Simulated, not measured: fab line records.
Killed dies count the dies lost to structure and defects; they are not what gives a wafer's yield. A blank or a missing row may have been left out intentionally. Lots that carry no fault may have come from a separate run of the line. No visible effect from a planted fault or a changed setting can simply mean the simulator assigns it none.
What tool caused it? :: flow n5-finfet :: 11 lots, 33 wafers sampled, at 5 steps of a route of 1938

== WHAT EACH GAUGE READ, for each wafer ==
N5_BEOL_M9_OCD_MEAS_38.
lot: L074
measured: day 11 06:45
on: ocd-01
trench-depth-nm (nm): 150.3 154.3 150.6

lot: L076
measured: day 12 01:45
on: ocd-02
trench-depth-nm (nm): 145.1 147.5 154.2

lot: L080
measured: day 12 06:11
on: ocd-01
trench-depth-nm (nm): 149.3 151.5 148.0

lot: L082
measured: day 13 00:35
on: ocd-02
trench-depth-nm (nm): 145.9 148.9 154.0

lot: L085
measured: day 13 08:34
on: ocd-02
trench-depth-nm (nm): 155.0 147.8 146.0

lot: L087
measured: day 14 08:47
on: ocd-02
trench-depth-nm (nm): 152.1 150.8 150.5

lot: L089
measured: day 15 03:37
on: ocd-02
trench-depth-nm (nm): 154.6 155.1 147.2

lot: L091
measured: day 15 09:26
on: ocd-01
trench-depth-nm (nm): 153.0 151.4 152.2

lot: L092
measured: day 15 23:52
on: ocd-01
trench-depth-nm (nm): 150.9 143.1 144.5

lot: L096
measured: day 16 21:55
on: ocd-02
trench-depth-nm (nm): 151.8 150.9 157.5

lot: L097
measured: day 17 00:07
on: ocd-02
trench-depth-nm (nm): 148.7 148.9 147.4

== TOOL THAT RAN EACH LOT (tool first, then ch and the chambers of the sampled wafers, then the start) ==
lot: L074
N5_BEOL_M9_ETCH_62: rie-diel-03 ch 0,1,2, day 11 03:50
N5_BEOL_M9_ETCH_65: rie-diel-06 ch 0,1,2, day 11 06:20
N5_BEOL_M9_ETCH_66: rie-diel-06 ch 0,1,2, day 11 06:22
N5_BEOL_M9_VIA_ETCH_34: rie-diel-06 ch 0,1,2, day 11 06:28

lot: L076
N5_BEOL_M9_ETCH_62: rie-diel-03 ch 0,2,3, day 12 00:29
N5_BEOL_M9_ETCH_65: rie-diel-06 ch 1,2,3, day 12 01:21
N5_BEOL_M9_ETCH_66: rie-diel-06 ch 1,2,3, day 12 01:22
N5_BEOL_M9_VIA_ETCH_34: rie-diel-06 ch 1,2,3, day 12 01:28

lot: L080
N5_BEOL_M9_ETCH_62: rie-diel-01 ch 1,2, day 12 02:28
N5_BEOL_M9_ETCH_65: rie-diel-01 ch 0,2,3, day 12 05:47
N5_BEOL_M9_ETCH_66: rie-diel-01 ch 0,2,3, day 12 05:49
N5_BEOL_M9_VIA_ETCH_34: rie-diel-01 ch 0,2,3, day 12 05:55

lot: L082
N5_BEOL_M9_ETCH_62: rie-diel-01 ch 0,3, day 12 21:27
N5_BEOL_M9_ETCH_65: rie-diel-06 ch 0,1,3, day 13 00:11
N5_BEOL_M9_ETCH_66: rie-diel-06 ch 0,1,3, day 13 00:13
N5_BEOL_M9_VIA_ETCH_34: rie-diel-06 ch 0,1,3, day 13 00:19

lot: L085
N5_BEOL_M9_ETCH_62: rie-diel-01 ch 0,1,2, day 13 05:52
N5_BEOL_M9_ETCH_65: rie-diel-06 ch 1,2,3, day 13 08:10
N5_BEOL_M9_ETCH_66: rie-diel-06 ch 1,2,3, day 13 08:11
N5_BEOL_M9_VIA_ETCH_34: rie-diel-06 ch 1,2,3, day 13 08:17

lot: L087
N5_BEOL_M9_ETCH_62: rie-diel-01 ch 0,1,3, day 14 06:42
N5_BEOL_M9_ETCH_65: rie-diel-03 ch 0,3, day 14 08:22
N5_BEOL_M9_ETCH_66: rie-diel-03 ch 0,3, day 14 08:24
N5_BEOL_M9_VIA_ETCH_34: rie-diel-03 ch 0,3, day 14 08:30

lot: L089
N5_BEOL_M9_ETCH_62: rie-diel-01 ch 0,2,3, day 15 00:13
N5_BEOL_M9_ETCH_65: rie-diel-06 ch 1,2, day 15 03:13
N5_BEOL_M9_ETCH_66: rie-diel-06 ch 1,2, day 15 03:15
N5_BEOL_M9_VIA_ETCH_34: rie-diel-06 ch 1,2, day 15 03:21

lot: L091
N5_BEOL_M9_ETCH_62: rie-diel-06 ch 0,2,3, day 15 07:24
N5_BEOL_M9_ETCH_65: rie-diel-03 ch 0,2,3, day 15 09:02
N5_BEOL_M9_ETCH_66: rie-diel-03 ch 0,2,3, day 15 09:04
N5_BEOL_M9_VIA_ETCH_34: rie-diel-03 ch 0,2,3, day 15 09:10

lot: L092
N5_BEOL_M9_ETCH_62: rie-diel-03 ch 0,1,3, day 15 21:20
N5_BEOL_M9_ETCH_65: rie-diel-06 ch 0,3, day 15 23:28
N5_BEOL_M9_ETCH_66: rie-diel-06 ch 0,3, day 15 23:29
N5_BEOL_M9_VIA_ETCH_34: rie-diel-06 ch 0,3, day 15 23:35

lot: L096
N5_BEOL_M9_ETCH_62: rie-diel-06 ch 1,2,3, day 16 14:53
N5_BEOL_M9_ETCH_65: rie-diel-03 ch 0,1,3, day 16 21:31
N5_BEOL_M9_ETCH_66: rie-diel-03 ch 0,1,3, day 16 21:32
N5_BEOL_M9_VIA_ETCH_34: rie-diel-03 ch 0,1,3, day 16 21:38

lot: L097
N5_BEOL_M9_ETCH_62: rie-diel-03 ch 0,1,3, day 16 22:43
N5_BEOL_M9_ETCH_65: rie-diel-01 ch 0,2, day 16 23:43
N5_BEOL_M9_ETCH_66: rie-diel-01 ch 0,2, day 16 23:44
N5_BEOL_M9_VIA_ETCH_34: rie-diel-01 ch 0,2, day 16 23:50
- N5_BEOL_M9_ETCH_62: etches SOC in N2/H2, target depth 110 nm, overetch 22 nm, time 165 s.
- N5_BEOL_M9_ETCH_65: etches SiARC in CF4, target depth 15.6 nm, time 26 s.
- N5_BEOL_M9_ETCH_66: etches SOC in N2/H2, target depth 80 nm, overetch 16 nm, time 120 s.
- N5_BEOL_M9_VIA_ETCH_34: etches SiCOH lowk in C4F6/O2, target depth 182.4 nm, time 68.4 s.

== THE ANSWER, worked out from the rows above alone ==
Rule: the lots themselves supply what counts as usual. The widest of any qualifying gaps counts: lots, ordered by their means at a reading, are off when they make up no more than a third of the lots, leave a main group of 4 or more, and stand apart from it by 3 or more times the standard deviation of that group's means. Not used: any main group whose means are identical at the precision the tables above print for the reading. A lot without any number at a reading at which 4 lots or more have one is off too. All remaining lots with rows at the step are treated as sound.
Across all readings shown, no lot is off: no conclusion can be drawn from this.

== WHAT HAD BEEN PUT IN BY THE SIMULATOR ==
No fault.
